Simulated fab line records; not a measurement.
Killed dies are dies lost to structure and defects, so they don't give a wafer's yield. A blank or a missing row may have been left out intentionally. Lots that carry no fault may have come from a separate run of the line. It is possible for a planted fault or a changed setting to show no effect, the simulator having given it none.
Matching of chambers || flow nand harc || NHARC_THIN_TSV_DEP_43 on pecvd-02 has 3 sister chambers
The step deposits SiO2, target thk 1328.5 nm. 16 wafers are shown with their chamber, then 8 later ones without.

== WAFERS, EACH WITH ITS CHAMBER ==
{"wafer": "L944.2", "chamber": 2, "throttle valve pct (%)": 16.7}
{"wafer": "L944.5", "chamber": 0, "throttle valve pct (%)": 15.4}
{"wafer": "L944.6", "chamber": 1, "throttle valve pct (%)": 16.1}
{"wafer": "L948.1", "chamber": 2, "throttle valve pct (%)": 16.6}
{"wafer": "L948.2", "chamber": 0, "throttle valve pct (%)": 15.4}
{"wafer": "L948.5", "chamber": 0, "throttle valve pct (%)": 15.6}
{"wafer": "L956.1", "chamber": 0, "throttle valve pct (%)": 15.6}
{"wafer": "L956.3", "chamber": 1, "throttle valve pct (%)": 16.0}
{"wafer": "L956.6", "chamber": 1, "throttle valve pct (%)": 15.9}
{"wafer": "L960.3", "chamber": 1, "throttle valve pct (%)": 15.8}
{"wafer": "L960.4", "chamber": 1, "throttle valve pct (%)": 15.7}
{"wafer": "L960.5", "chamber": 0, "throttle valve pct (%)": 15.9}
{"wafer": "L962.1", "chamber": 1, "throttle valve pct (%)": 16.0}
{"wafer": "L962.4", "chamber": 2, "throttle valve pct (%)": 16.6}
{"wafer": "L962.5", "chamber": 0, "throttle valve pct (%)": 15.9}
{"wafer": "L964.2", "chamber": 1, "throttle valve pct (%)": 16.2}

SIGNATURES (means of the wafers above)
{"reading": "throttle valve pct", "chamber 0": 15.633, "chamber 1": 15.957, "chamber 2": 16.633, "scatter within a chamber": 0.183}
Rule: for each reading, subtract the chamber's mean from the wafer's reading, divide by that reading's scatter and square the result; add these up over the readings and take the root, which gives the wafer's distance from the chamber. The wafer belongs to the nearest chamber; if the next one is less than 2 further off, it can't be placed. How the scatter is found: for the shown wafers, subtract from each reading the mean of its chamber, square and add these, divide the total by (wafers less chambers), then take the root.

== WAFERS WHOSE CHAMBER IS MISSING ==
{"wafer": "L964.3", "throttle valve pct (%)": 15.8}
{"wafer": "L964.5", "throttle valve pct (%)": 16.4}
{"wafer": "L965.3", "throttle valve pct (%)": 15.7}
{"wafer": "L965.4", "throttle valve pct (%)": 15.7}
{"wafer": "L965.5", "throttle valve pct (%)": 16.3}
{"wafer": "L967.2", "throttle valve pct (%)": 16.4}
{"wafer": "L967.4", "throttle valve pct (%)": 15.9}
{"wafer": "L967.6", "throttle valve pct (%)": 16.3}

== THE CHAMBER EACH PASSED THROUGH ==
{"wafer": "L964.3", "from the rows above": "can't be placed: 1 or 0", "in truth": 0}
{"wafer": "L964.5", "from the rows above": "can't be placed: 2 or 1", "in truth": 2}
{"wafer": "L965.3", "from the rows above": "can't be placed: 0 or 1", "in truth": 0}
{"wafer": "L965.4", "from the rows above": "can't be placed: 0 or 1", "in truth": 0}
{"wafer": "L965.5", "from the rows above": "can't be placed: 2 or 1 or 0", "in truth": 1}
{"wafer": "L967.2", "from the rows above": "can't be placed: 2 or 1", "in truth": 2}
{"wafer": "L967.4", "from the rows above": "can't be placed: 1 or 0", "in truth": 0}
{"wafer": "L967.6", "from the rows above": "can't be placed: 2 or 1 or 0", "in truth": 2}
Correctly placed: 0 of 8. Not placeable from these rows: 8 (in 8, the candidates include the true chamber). Wrongly placed: 0.
